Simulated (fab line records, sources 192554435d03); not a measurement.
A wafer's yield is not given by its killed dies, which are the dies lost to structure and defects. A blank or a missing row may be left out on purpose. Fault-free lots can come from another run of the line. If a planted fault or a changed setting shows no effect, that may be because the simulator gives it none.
fab line records / flow n5Finfet / part 2 of 2: steps 23 to 27 of 27
record: lots: 5 wafers: 15 lastDay: 16
route steps=1938 shown BEOL_M8@1352
lots with no fault: from the same line, run without faults
startH: hours from the record's first day to the start of the lot's first wafer shown / waitH: hours from the lot's prior step to this one / " identical to the entry in the row above / L1.1+2: several wafers, shown together as one row / - value missing, or start not given / * or withheld: withheld / < > ~ a bound
route shown NAME@n: a module of which the file shows steps, and the number in the route of the first / usual: mean/standard deviation of fault-free wafers / same: alike in all rows / chamber/n: place in a boat / sites: each site's reading / _std_site: standard deviation of those values / _edge_site: inner sites' mean taken away from outer sites' mean / radiusMm: for every site, how far away it sits from the centre of the wafer / mask NAME#n: copy n / behind: the tool/chamber that last shaped the wafer / hold: what put the lot on hold/how long, in hours/how the hold closed / device: names the non-switching transistor (n, p or np) / end of line: the same wafers' tests at the end of the route / a step given without rows: its recipe and nothing more / killed: at the first sort, the dies lost to defects and structure; wafer yield is something else / map: a wafer's dies, x killed, . not, _ none there
set.NAME: the setting the step ran with; set.NAME@STEP: the setting that earlier step ran with / model.NAME: the simulator's own value behind a step, which no gauge read
certain route steps with their lots: each step a table, each wafer a row
services: when a tool's chamber went out of use (startH, in hours from the record's first day, below 0 if earlier), for how many hours, and the reason
== steps ==
step: N5_BEOL_M8_VIA_ETCH_34
recipe: chemistry: C4F6/O2 target: SiCOH_lowk targetDepthA: 1255 maskMaterial: SOC taperDeg: 4 timeS: 50.5 ionEnergyEv: 250 pressureMtorr: 30 sourceW: 345 biasW: 185 Ar_flow_sccm: 300 C4F6_flow_sccm: 10 O2_flow_sccm: 10
usual: C4F6_flow_sccm: 10.007/0.028 drypumpMotorCurrentA: 5.9/0.44 oesProductAu: 0.82/0.098 rfVppV: 665/6.1 showerheadPlenumPTorr: 2.84/0.087 throttleValvePct: 20.76/0.25
lot.wafer=L075.4 tool=rieDiel-03 chamber=2 startH=202.92 waitH=0.0 C4F6_flow_sccm=9.992 drypumpMotorCurrentA=6.5 oesProductAu=0.71 rfHoursCounterH=- rfVppV=673 showerheadPlenumPTorr=2.70 throttleValvePct=20.80
lot.wafer=L075.5 tool=rieDiel-03 chamber=1 startH=202.92 waitH=0.0 C4F6_flow_sccm=10.011 drypumpMotorCurrentA=5.8 oesProductAu=0.71 rfHoursCounterH=- rfVppV=667 showerheadPlenumPTorr=2.93 throttleValvePct=20.81
lot.wafer=L075.6 tool=rieDiel-03 chamber=0 startH=202.92 waitH=0.0 C4F6_flow_sccm=10.023 drypumpMotorCurrentA=6.3 oesProductAu=0.98 rfHoursCounterH=- rfVppV=669 showerheadPlenumPTorr=2.79 throttleValvePct=20.34
lot.wafer=L083.1 tool=rieDiel-03 chamber=0 startH=258.66 waitH=0.0 C4F6_flow_sccm=10.010 drypumpMotorCurrentA=6.3 oesProductAu=0.90 rfHoursCounterH=24 rfVppV=670 showerheadPlenumPTorr=2.78 throttleValvePct=20.36
lot.wafer=L083.2 tool=rieDiel-03 chamber=3 startH=258.66 waitH=0.0 C4F6_flow_sccm=10.012 drypumpMotorCurrentA=6.3 oesProductAu=0.94 rfHoursCounterH=9 rfVppV=659 showerheadPlenumPTorr=2.81 throttleValvePct=20.90
lot.wafer=L083.4 tool=rieDiel-03 chamber=1 startH=258.66 waitH=0.0 C4F6_flow_sccm=10.016 drypumpMotorCurrentA=5.8 oesProductAu=0.70 rfHoursCounterH=236 rfVppV=663 showerheadPlenumPTorr=2.92 throttleValvePct=20.83
lot.wafer=L088.3 tool=rieDiel-03 chamber=2 startH=284.91 waitH=0.0 C4F6_flow_sccm=9.956 drypumpMotorCurrentA=6.4 oesProductAu=0.69 rfHoursCounterH=237 rfVppV=673 showerheadPlenumPTorr=2.69 throttleValvePct=20.83
lot.wafer=L088.5 tool=rieDiel-03 chamber=1 startH=284.91 waitH=0.0 C4F6_flow_sccm=10.043 drypumpMotorCurrentA=5.8 oesProductAu=0.68 rfHoursCounterH=- rfVppV=665 showerheadPlenumPTorr=2.92 throttleValvePct=20.87
lot.wafer=L088.6 tool=rieDiel-03 chamber=2 startH=284.91 waitH=0.0 C4F6_flow_sccm=10.003 drypumpMotorCurrentA=6.4 oesProductAu=0.68 rfHoursCounterH=- rfVppV=671 showerheadPlenumPTorr=2.69 throttleValvePct=20.83
lot.wafer=L089.2 tool=rieDiel-03 chamber=0 startH=287.07 waitH=0.0 C4F6_flow_sccm=10.027 drypumpMotorCurrentA=6.3 oesProductAu=0.88 rfHoursCounterH=34 rfVppV=670 showerheadPlenumPTorr=2.78 throttleValvePct=20.38
lot.wafer=L089.3 tool=rieDiel-03 chamber=3 startH=287.07 waitH=0.0 C4F6_flow_sccm=9.985 drypumpMotorCurrentA=6.3 oesProductAu=0.91 rfHoursCounterH=18 rfVppV=658 showerheadPlenumPTorr=2.81 throttleValvePct=20.93
lot.wafer=L089.4 tool=rieDiel-03 chamber=2 startH=287.07 waitH=0.0 C4F6_flow_sccm=9.993 drypumpMotorCurrentA=6.4 oesProductAu=0.69 rfHoursCounterH=238 rfVppV=673 showerheadPlenumPTorr=2.69 throttleValvePct=20.82
lot.wafer=L092.1 tool=rieDiel-01 chamber=0 startH=316.66 waitH=0.0 C4F6_flow_sccm=9.994 drypumpMotorCurrentA=6.2 oesProductAu=0.86 rfHoursCounterH=55 rfVppV=656 showerheadPlenumPTorr=2.89 throttleValvePct=20.41
lot.wafer=L092.2 tool=rieDiel-01 chamber=3 startH=316.66 waitH=0.0 C4F6_flow_sccm=10.015 drypumpMotorCurrentA=6.2 oesProductAu=0.80 rfHoursCounterH=98 rfVppV=670 showerheadPlenumPTorr=2.98 throttleValvePct=20.65
lot.wafer=L092.3 tool=rieDiel-01 chamber=1 startH=316.66 waitH=0.0 C4F6_flow_sccm=10.053 drypumpMotorCurrentA=5.9 oesProductAu=0.82 rfHoursCounterH=85 rfVppV=654 showerheadPlenumPTorr=2.76 throttleValvePct=20.73
step: N5_BEOL_M8_STRIP_76
recipe: chemistry: C4F6/O2 resist: SiARC rfFrequencyHz: 6e+07
lot.wafer=L075.4+5+6 tool=rieDiel-03 chamber=2,1,0 startH=202.95 waitH=0.0
lot.wafer=L083.1+2+4 tool=rieDiel-03 chamber=0,3,1 startH=258.70 waitH=0.0
lot.wafer=L088.3+5+6 tool=rieDiel-03 chamber=2,1,2 startH=284.95 waitH=0.0
lot.wafer=L089.2+3+4 tool=rieDiel-03 chamber=0,3,2 startH=287.11 waitH=0.0
lot.wafer=L092.1+2+3 tool=rieDiel-01 chamber=0,3,1 startH=316.70 waitH=0.0
step: N5_BEOL_M8_STRIP_36
recipe: chemistry: N2/H2 powerW: 450 tempC: 40 pressureMtorr: 20 rfFrequencyHz: 6e+07 overashFraction: 0.3 biasPowerW: 7 h2Frac: 0.5 n2FlowSccm: 200 h2FlowSccm: 200
usual: drypumpMotorCurrentA: 5.9/0.45 oesProductAu: 0.82/0.099 rfVppV: 58.9/1.5 showerheadPlenumPTorr: 2.53/0.081 throttleValvePct: 23.50/0.23
lot.wafer=L075.4 tool=rieDiel-03 chamber=2 startH=202.98 waitH=0.0 drypumpMotorCurrentA=6.4 oesProductAu=0.71 rfHoursCounterH=- rfVppV=59.0 showerheadPlenumPTorr=2.41 throttleValvePct=23.48
lot.wafer=L075.5 tool=rieDiel-03 chamber=1 startH=202.98 waitH=0.0 drypumpMotorCurrentA=5.8 oesProductAu=0.71 rfHoursCounterH=- rfVppV=60.5 showerheadPlenumPTorr=2.62 throttleValvePct=23.55
lot.wafer=L075.6 tool=rieDiel-03 chamber=0 startH=202.98 waitH=0.0 drypumpMotorCurrentA=6.3 oesProductAu=0.97 rfHoursCounterH=- rfVppV=58.5 showerheadPlenumPTorr=2.49 throttleValvePct=23.07
lot.wafer=L083.1 tool=rieDiel-03 chamber=0 startH=258.71 waitH=0.0 drypumpMotorCurrentA=6.3 oesProductAu=0.89 rfHoursCounterH=24 rfVppV=58.4 showerheadPlenumPTorr=2.49 throttleValvePct=23.11
lot.wafer=L083.2 tool=rieDiel-03 chamber=3 startH=258.71 waitH=0.0 drypumpMotorCurrentA=6.3 oesProductAu=0.95 rfHoursCounterH=9 rfVppV=58.1 showerheadPlenumPTorr=2.50 throttleValvePct=23.79
lot.wafer=L083.4 tool=rieDiel-03 chamber=1 startH=258.71 waitH=0.0 drypumpMotorCurrentA=5.8 oesProductAu=0.70 rfHoursCounterH=236 rfVppV=57.9 showerheadPlenumPTorr=2.61 throttleValvePct=23.58
lot.wafer=L088.3 tool=rieDiel-03 chamber=2 startH=284.96 waitH=0.0 drypumpMotorCurrentA=6.4 oesProductAu=0.69 rfHoursCounterH=237 rfVppV=58.7 showerheadPlenumPTorr=2.40 throttleValvePct=23.54
lot.wafer=L088.5 tool=rieDiel-03 chamber=1 startH=284.96 waitH=0.0 drypumpMotorCurrentA=5.8 oesProductAu=0.68 rfHoursCounterH=- rfVppV=56.9 showerheadPlenumPTorr=2.61 throttleValvePct=23.56
lot.wafer=L088.6 tool=rieDiel-03 chamber=2 startH=284.96 waitH=0.0 drypumpMotorCurrentA=6.4 oesProductAu=0.69 rfHoursCounterH=- rfVppV=60.0 showerheadPlenumPTorr=2.40 throttleValvePct=23.52
lot.wafer=L089.2 tool=rieDiel-03 chamber=0 startH=287.12 waitH=0.0 drypumpMotorCurrentA=6.3 oesProductAu=0.86 rfHoursCounterH=34 rfVppV=55.9 showerheadPlenumPTorr=2.48 throttleValvePct=23.09
lot.wafer=L089.3 tool=rieDiel-03 chamber=3 startH=287.12 waitH=0.0 drypumpMotorCurrentA=6.3 oesProductAu=0.93 rfHoursCounterH=18 rfVppV=57.4 showerheadPlenumPTorr=2.50 throttleValvePct=23.79
lot.wafer=L089.4 tool=rieDiel-03 chamber=2 startH=287.12 waitH=0.0 drypumpMotorCurrentA=6.4 oesProductAu=0.68 rfHoursCounterH=238 rfVppV=60.0 showerheadPlenumPTorr=2.40 throttleValvePct=23.53
lot.wafer=L092.1 tool=rieDiel-01 chamber=0 startH=316.71 waitH=0.0 drypumpMotorCurrentA=6.2 oesProductAu=0.85 rfHoursCounterH=55 rfVppV=60.5 showerheadPlenumPTorr=2.58 throttleValvePct=23.09
lot.wafer=L092.2 tool=rieDiel-01 chamber=3 startH=316.71 waitH=0.0 drypumpMotorCurrentA=6.2 oesProductAu=0.79 rfHoursCounterH=98 rfVppV=60.0 showerheadPlenumPTorr=2.66 throttleValvePct=23.41
lot.wafer=L092.3 tool=rieDiel-01 chamber=1 startH=316.71 waitH=0.0 drypumpMotorCurrentA=5.9 oesProductAu=0.82 rfHoursCounterH=85 rfVppV=57.9 showerheadPlenumPTorr=2.46 throttleValvePct=23.62
step: N5_BEOL_M8_TRENCH_ETCH_37
recipe: chemistry: C4F6/O2 targetDepthA: 934.78 target: SiCOH_lowk timeS: 31.2 ionEnergyEv: 250 pressureMtorr: 30 sourceW: 345 biasW: 185 Ar_flow_sccm: 300 C4F6_flow_sccm: 10 O2_flow_sccm: 10
usual: C4F6_flow_sccm: 9.996/0.028 drypumpMotorCurrentA: 5.9/0.45 oesProductAu: 0.82/0.098 rfVppV: 665/6 showerheadPlenumPTorr: 2.84/0.087 throttleValvePct: 20.79/0.25
lot.wafer=L075.4 tool=rieDiel-03 chamber=2 startH=- waitH=- C4F6_flow_sccm=9.957 drypumpMotorCurrentA=6.4 oesProductAu=0.72 rfHoursCounterH=- rfVppV=674 showerheadPlenumPTorr=2.70 throttleValvePct=20.80
lot.wafer=L075.5 tool=rieDiel-03 chamber=1 startH=- waitH=- C4F6_flow_sccm=9.960 drypumpMotorCurrentA=5.8 oesProductAu=0.71 rfHoursCounterH=- rfVppV=666 showerheadPlenumPTorr=2.93 throttleValvePct=20.84
lot.wafer=L075.6 tool=rieDiel-03 chamber=0 startH=- waitH=- C4F6_flow_sccm=10.014 drypumpMotorCurrentA=6.3 oesProductAu=0.97 rfHoursCounterH=- rfVppV=669 showerheadPlenumPTorr=2.79 throttleValvePct=20.36
lot.wafer=L083.1 tool=rieDiel-03 chamber=0 startH=- waitH=- C4F6_flow_sccm=10.061 drypumpMotorCurrentA=6.3 oesProductAu=0.90 rfHoursCounterH=24 rfVppV=667 showerheadPlenumPTorr=2.78 throttleValvePct=20.40
lot.wafer=L083.2 tool=rieDiel-03 chamber=3 startH=- waitH=- C4F6_flow_sccm=9.980 drypumpMotorCurrentA=6.3 oesProductAu=0.95 rfHoursCounterH=9 rfVppV=660 showerheadPlenumPTorr=2.81 throttleValvePct=20.94
lot.wafer=L083.4 tool=rieDiel-03 chamber=1 startH=- waitH=- C4F6_flow_sccm=9.994 drypumpMotorCurrentA=5.8 oesProductAu=0.70 rfHoursCounterH=236 rfVppV=665 showerheadPlenumPTorr=2.92 throttleValvePct=20.89
lot.wafer=L088.3 tool=rieDiel-03 chamber=2 startH=- waitH=- C4F6_flow_sccm=9.974 drypumpMotorCurrentA=6.4 oesProductAu=0.70 rfHoursCounterH=237 rfVppV=671 showerheadPlenumPTorr=2.69 throttleValvePct=20.86
lot.wafer=L088.5 tool=rieDiel-03 chamber=1 startH=- waitH=- C4F6_flow_sccm=9.982 drypumpMotorCurrentA=5.8 oesProductAu=0.69 rfHoursCounterH=- rfVppV=667 showerheadPlenumPTorr=2.92 throttleValvePct=20.88
lot.wafer=L088.6 tool=rieDiel-03 chamber=2 startH=- waitH=- C4F6_flow_sccm=9.997 drypumpMotorCurrentA=6.4 oesProductAu=0.69 rfHoursCounterH=- rfVppV=670 showerheadPlenumPTorr=2.69 throttleValvePct=20.86
lot.wafer=L089.2 tool=rieDiel-03 chamber=0 startH=- waitH=- C4F6_flow_sccm=9.960 drypumpMotorCurrentA=6.3 oesProductAu=0.88 rfHoursCounterH=34 rfVppV=667 showerheadPlenumPTorr=2.78 throttleValvePct=20.42
lot.wafer=L089.3 tool=rieDiel-03 chamber=3 startH=- waitH=- C4F6_flow_sccm=10.013 drypumpMotorCurrentA=6.3 oesProductAu=0.93 rfHoursCounterH=18 rfVppV=659 showerheadPlenumPTorr=2.81 throttleValvePct=20.95
lot.wafer=L089.4 tool=rieDiel-03 chamber=2 startH=- waitH=- C4F6_flow_sccm=10.011 drypumpMotorCurrentA=6.4 oesProductAu=0.69 rfHoursCounterH=238 rfVppV=671 showerheadPlenumPTorr=2.69 throttleValvePct=20.87
lot.wafer=L092.1 tool=rieDiel-01 chamber=0 startH=- waitH=- C4F6_flow_sccm=9.962 drypumpMotorCurrentA=6.2 oesProductAu=0.86 rfHoursCounterH=55 rfVppV=657 showerheadPlenumPTorr=2.89 throttleValvePct=20.43
lot.wafer=L092.2 tool=rieDiel-01 chamber=3 startH=- waitH=- C4F6_flow_sccm=10.020 drypumpMotorCurrentA=6.2 oesProductAu=0.80 rfHoursCounterH=98 rfVppV=669 showerheadPlenumPTorr=2.98 throttleValvePct=20.67
lot.wafer=L092.3 tool=rieDiel-01 chamber=1 startH=- waitH=- C4F6_flow_sccm=9.992 drypumpMotorCurrentA=5.9 oesProductAu=0.82 rfHoursCounterH=85 rfVppV=654 showerheadPlenumPTorr=2.76 throttleValvePct=20.77
step: N5_BEOL_M8_ETCH_41
recipe: chemistry: CH3F/O2 target: SiCN targetDepthA: 319 taperDeg: 2 timeS: 57.8 ionEnergyEv: 120 maskMaterial: TiN pressureMtorr: 30 sourceW: 395 biasW: 75 Ar_flow_sccm: 150 CH3F_flow_sccm: 30 O2_flow_sccm: 20
usual: drypumpMotorCurrentA: 5.9/0.45 oesProductAu: 0.82/0.098 rfVppV: 297.1/1.6 showerheadPlenumPTorr: 1.99/0.064 throttleValvePct: 16.18/0.24
lot.wafer=L075.4 tool=rieDiel-03 chamber=2 startH=- waitH=- drypumpMotorCurrentA=6.4 oesProductAu=0.71 rfHoursCounterH=- rfVppV=295.8 showerheadPlenumPTorr=1.89 throttleValvePct=16.29
lot.wafer=L075.5 tool=rieDiel-03 chamber=1 startH=- waitH=- drypumpMotorCurrentA=5.8 oesProductAu=0.71 rfHoursCounterH=- rfVppV=299.5 showerheadPlenumPTorr=2.06 throttleValvePct=16.32
lot.wafer=L075.6 tool=rieDiel-03 chamber=0 startH=- waitH=- drypumpMotorCurrentA=6.3 oesProductAu=0.97 rfHoursCounterH=- rfVppV=296.8 showerheadPlenumPTorr=1.96 throttleValvePct=15.76
lot.wafer=L083.1 tool=rieDiel-03 chamber=0 startH=- waitH=- drypumpMotorCurrentA=6.3 oesProductAu=0.90 rfHoursCounterH=24 rfVppV=297.6 showerheadPlenumPTorr=1.95 throttleValvePct=15.80
lot.wafer=L083.2 tool=rieDiel-03 chamber=3 startH=- waitH=- drypumpMotorCurrentA=6.3 oesProductAu=0.94 rfHoursCounterH=9 rfVppV=297.1 showerheadPlenumPTorr=1.97 throttleValvePct=16.23
lot.wafer=L083.4 tool=rieDiel-03 chamber=1 startH=- waitH=- drypumpMotorCurrentA=5.8 oesProductAu=0.70 rfHoursCounterH=236 rfVppV=297.7 showerheadPlenumPTorr=2.05 throttleValvePct=16.35
lot.wafer=L088.3 tool=rieDiel-03 chamber=2 startH=- waitH=- drypumpMotorCurrentA=6.4 oesProductAu=0.68 rfHoursCounterH=237 rfVppV=294.2 showerheadPlenumPTorr=1.88 throttleValvePct=16.34
lot.wafer=L088.5 tool=rieDiel-03 chamber=1 startH=- waitH=- drypumpMotorCurrentA=5.8 oesProductAu=0.69 rfHoursCounterH=- rfVppV=299.2 showerheadPlenumPTorr=2.05 throttleValvePct=16.37
lot.wafer=L088.6 tool=rieDiel-03 chamber=2 startH=- waitH=- drypumpMotorCurrentA=6.4 oesProductAu=0.69 rfHoursCounterH=- rfVppV=295.4 showerheadPlenumPTorr=1.88 throttleValvePct=16.34
lot.wafer=L089.2 tool=rieDiel-03 chamber=0 startH=- waitH=- drypumpMotorCurrentA=6.3 oesProductAu=0.88 rfHoursCounterH=34 rfVppV=295.0 showerheadPlenumPTorr=1.95 throttleValvePct=15.83
lot.wafer=L089.3 tool=rieDiel-03 chamber=3 startH=- waitH=- drypumpMotorCurrentA=6.3 oesProductAu=0.92 rfHoursCounterH=18 rfVppV=295.8 showerheadPlenumPTorr=1.97 throttleValvePct=16.25
lot.wafer=L089.4 tool=rieDiel-03 chamber=2 startH=- waitH=- drypumpMotorCurrentA=6.4 oesProductAu=0.68 rfHoursCounterH=238 rfVppV=296.8 showerheadPlenumPTorr=1.88 throttleValvePct=16.34
lot.wafer=L092.1 tool=rieDiel-01 chamber=0 startH=- waitH=- drypumpMotorCurrentA=6.2 oesProductAu=0.86 rfHoursCounterH=55 rfVppV=298.8 showerheadPlenumPTorr=2.03 throttleValvePct=15.85
lot.wafer=L092.2 tool=rieDiel-01 chamber=3 startH=- waitH=- drypumpMotorCurrentA=6.2 oesProductAu=0.79 rfHoursCounterH=98 rfVppV=300.0 showerheadPlenumPTorr=2.10 throttleValvePct=16.08
lot.wafer=L092.3 tool=rieDiel-01 chamber=1 startH=- waitH=- drypumpMotorCurrentA=5.9 oesProductAu=0.82 rfHoursCounterH=85 rfVppV=296.1 showerheadPlenumPTorr=1.93 throttleValvePct=16.16
== services ==
tool=rieDiel-02 chamber=0 startH=174.77 hours=2.9 kind=repair
tool=euvScanner-01 chamber=- startH=179.60 hours=1.0 kind=pm
tool=rieDiel-03 chamber=0 startH=180.07 hours=- kind=clean
tool=rieDiel-03 chamber=0 startH=180.07 hours=- kind=consumableReplace:focusRing
tool=rieDiel-03 chamber=0 startH=180.07 hours=19.5 kind=scheduledDown
tool=rieDiel-03 chamber=0 startH=180.07 hours=19.5 kind=ventCycle
tool=euvScanner-02 chamber=- startH=183.55 hours=6.4 kind=repair
tool=euvScanner-01 chamber=- startH=198.33 hours=1.7 kind=repair
tool=rieDiel-03 chamber=3 startH=199.55 hours=- kind=clean
tool=rieDiel-03 chamber=3 startH=199.55 hours=- kind=consumableReplace:focusRing
tool=rieDiel-03 chamber=3 startH=199.55 hours=31.3 kind=scheduledDown
tool=rieDiel-03 chamber=3 startH=199.55 hours=31.3 kind=ventCycle
tool=euvScanner-02 chamber=- startH=216.63 hours=1.0 kind=pm
tool=euvScanner-02 chamber=- startH=217.64 hours=4.6 kind=pm
tool=euvScanner-01 chamber=- startH=223.25 hours=1.0 kind=pm
tool=rieMetal-02 chamber=1 startH=223.28 hours=6.9 kind=repair
tool=rieDiel-01 chamber=3 startH=225.93 hours=4.2 kind=repair
tool=rieMetal-01 chamber=0 startH=274.69 hours=5.8 kind=repair
tool=euvScanner-02 chamber=- startH=274.99 hours=1.0 kind=pm
tool=euvScanner-01 chamber=- startH=277.55 hours=4.6 kind=pm
tool=rieMetal-01 chamber=- startH=294.76 hours=2.8 kind=pm
tool=rieDiel-03 chamber=1 startH=296.75 hours=- kind=clean
tool=rieDiel-03 chamber=- startH=297.60 hours=0.3 kind=repair
tool=rieDiel-03 chamber=2 startH=307.14 hours=2.8 kind=repair
